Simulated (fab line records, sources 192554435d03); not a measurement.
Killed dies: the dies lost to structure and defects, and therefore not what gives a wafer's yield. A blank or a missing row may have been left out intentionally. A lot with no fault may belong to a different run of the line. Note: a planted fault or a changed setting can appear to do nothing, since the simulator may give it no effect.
A lot that was struck, set against a sound lot + flow n5-finfet + 20 steps out of a route of 1938
Sound: wafers L896.1, L896.3, L896.4. Wafers L901.2, L901.3, L901.6 were the ones struck. Last of all comes the cause.
For every step that has rows: the tool of each side, followed by ch and its chambers, followed by its first start. Under that, the readings that differ: sound wafers + struck wafers + difference of the means + sigmas: that difference in standard deviations of wafers without a fault.
alike: a reading whose means differ by less than 2 such deviations, as well as words and numbers matching on both sides. not compared: withheld readings; readings where some wafer has no value; bounds like >300 that might hide an equal value; numbers whose values overlap and for which the record gives no deviation.
The two part at a step that has a row with sigmas, a row that says differs or no value, or rows on one side only. Numbers that don't overlap but have no deviation are shown without sigmas and don't part them. Lack of a reading on every wafer of one side parts them only where that side has two or more wafers.

first, 9 steps without rows for these wafers: N5_BEOL_M5_PRE_CLEAN_77 (time 15 s); N5_BEOL_M5_CO_CAP_78 (material Co, precursor CCTBA/H2, target thk 2 nm, time 102.1 s); N5_BEOL_M5_PRE_CLEAN_55 (time 15 s); N5_BEOL_M5_DEP_56 (deposits SiCN from 3MS/NH3, target thk 8 nm, time 14 s); N5_BEOL_M6_ILD_DEP_00 (deposits SiCOH lowk from DEMS/porogen, target thk 179.75 nm, time 33.4 s); N5_BEOL_M6_CURE_74 (cures SiCOH lowk, time 240 s); N5_BEOL_M6_PECVD_70 (deposits SiO2 from TEOS/O2, target thk 20 nm, time 22.7 s); N5_BEOL_M6_HM_DEP_02 (deposits TiN, target thk 20 nm); N5_BEOL_M6_COAT_59 (time 60 s, resist thk 100 nm).
N5_BEOL_M6_COAT_60: time 60 s, resist thk 35 nm.
  sound on litho-track-01 ch 0, day 9 06:12; struck on litho-track-01 ch 0, day 11 02:25
| reading                                    | sound                | struck               | difference | sigmas |
|--------------------------------------------|----------------------|----------------------|------------|--------|
| spin-speed-rpm (rpm)                       | 1500.5 1501.4 1499.0 | 1559.3 1561.2 1558.4 | +59.3      | +54    |
| model.SiARC_of_BEOL_M6_COAT_60.thk-nm (nm) | 35 35 35             | 34.2 34.4 34.2       | -0.7       |        |
  alike: chill-plate-temp-C
then, 7 steps without rows for these wafers: N5_BEOL_M6_COAT_05 (resist thk 90 nm); N5_BEOL_M6_EBR_07; N5_BEOL_M6_SOFTBAKE_06 (time 60 s); N5_BEOL_M6_EXPOSE_08 (exposes mask M6); N5_BEOL_M6_PEB_09 (peb time 60 s); N5_BEOL_M6_DEVELOP_10 (develop time 30 s); N5_BEOL_M6_DESCUM_16 (chemistry O2, time 7.9 s).
N5_BEOL_M6_ETCH_61: etches SiARC in CF4, target depth 45.5 nm, time 75.8 s.
  sound on rie-diel-06 ch 0,1,3, day 9 06:47; struck on rie-diel-02 ch 0,2,3, day 11 02:46
| reading                                      | sound          | struck            | difference | sigmas |
|----------------------------------------------|----------------|-------------------|------------|--------|
| model.etch.depth-nm (nm)                     | 34.91 34.91 35 | 34.27 34.38 34.29 | -0.63      |        |
| model.CAR-ArF_of_BEOL_M6_COAT_05.thk-nm (nm) | 51 51.4 50.8   | 52 52 52          | +1         |        |
  alike: bias-w, chamber-pressure-mTorr, drypump-motor-current-A, etch-rf-on-time-s, mfc-ar-sccm, oes-product-au, rf-vpp-V, showerhead-plenum-p-Torr, throttle-valve-pct
  not compared: rf-hours-counter-h
N5_BEOL_M6_ETCH_62: etches SOC in N2/H2, target depth 110 nm, overetch 22 nm, time 165 s.
  sound on rie-diel-06 ch 0,1,3, day 9 06:51; struck on rie-diel-02 ch 0,2,3, day 11 02:50
| reading                                    | sound          | struck       | difference | sigmas |
|--------------------------------------------|----------------|--------------|------------|--------|
| model.SiARC_of_BEOL_M6_COAT_60.thk-nm (nm) | 28.2 28.4 28.2 | 27.6 27.6 28 | -0.5       |        |
  alike: bias-w, chamber-pressure-mTorr, drypump-motor-current-A, oes-product-au, rf-vpp-V, showerhead-plenum-p-Torr, throttle-valve-pct
  not compared: rf-hours-counter-h
then, 1 step without rows for these wafers: N5_BEOL_M6_STRIP_68 (strips in N2/H2).

== WHERE THEY PART ==
Only at N5_BEOL_M6_COAT_60, as far as this record shows. Later steps at which nothing parts them and some readings are alike: N5_BEOL_M6_ETCH_61, N5_BEOL_M6_ETCH_62.

WHY: what had been put in by the simulator
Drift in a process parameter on litho-track-01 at N5_BEOL_M6_COAT_60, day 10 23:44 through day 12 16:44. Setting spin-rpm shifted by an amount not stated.
